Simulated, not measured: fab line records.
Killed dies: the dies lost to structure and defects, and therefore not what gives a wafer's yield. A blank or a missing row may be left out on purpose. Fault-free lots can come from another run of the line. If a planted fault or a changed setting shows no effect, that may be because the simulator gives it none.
Chamber matching / flow n5 finfet / 4 sister chambers for N5_BEOL_M7_ALD_77 on ald metal-03
The step deposits TaN, target thk 2 nm, pulse time 2 s, purge time 3 s. 8 wafers are shown with their chamber, then 11 later ones without.

## WAFERS WITH THEIR CHAMBER
wafer=L080.5; chamber=0; heater power w (W)=418
wafer=L084.5; chamber=0; heater power w (W)=426
wafer=L085.3; chamber=3; heater power w (W)=373
wafer=L086.3; chamber=1; heater power w (W)=386
wafer=L089.1; chamber=2; heater power w (W)=403
wafer=L089.5; chamber=3; heater power w (W)=375
wafer=L089.6; chamber=2; heater power w (W)=400
wafer=L090.1; chamber=1; heater power w (W)=406

## WAFERS MISSING THEIR CHAMBER
wafer=L090.3; heater power w (W)=409
wafer=L090.4; heater power w (W)=364
wafer=L093.1; heater power w (W)=387
wafer=L093.3; heater power w (W)=392
wafer=L093.4; heater power w (W)=422
wafer=L091.2; heater power w (W)=387
wafer=L091.5; heater power w (W)=420
wafer=L091.6; heater power w (W)=391
wafer=L092.1; heater power w (W)=422
wafer=L092.2; heater power w (W)=411
wafer=L092.4; heater power w (W)=373

## WHICH CHAMBER EACH ONE RAN IN
wafer=L090.3; from the rows above=can't be placed: 2 or 0 or 1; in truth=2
wafer=L090.4; from the rows above=3; in truth=3
wafer=L093.1; from the rows above=can't be placed: 1 or 3 or 2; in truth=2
wafer=L093.3; from the rows above=can't be placed: 1 or 2 or 3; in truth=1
wafer=L093.4; from the rows above=0; in truth=0
wafer=L091.2; from the rows above=can't be placed: 1 or 3 or 2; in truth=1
wafer=L091.5; from the rows above=0; in truth=0
wafer=L091.6; from the rows above=can't be placed: 1 or 2 or 3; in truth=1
wafer=L092.1; from the rows above=0; in truth=0
wafer=L092.2; from the rows above=can't be placed: 2 or 0 or 1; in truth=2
wafer=L092.4; from the rows above=3; in truth=3
Correctly placed: 5 of 11. From these rows, 6 cannot be placed; in 6 the true chamber is one of the candidates. Number placed wrongly: 0.
How it was worked out, from the rows above alone: a wafer's distance from a chamber is the root of the sum, over the readings, of the square of ((its reading less the chamber's mean) divided by the reading's scatter). If the next closest chamber is less than 2 further off than the closest, the wafer can't be placed; otherwise it belongs to the closest. For every chamber, the mean is computed from those of its wafers that are shown. How the scatter is found: for the shown wafers, subtract from each reading the mean of its chamber, square and add these, divide the total by (wafers less chambers), then take the root.
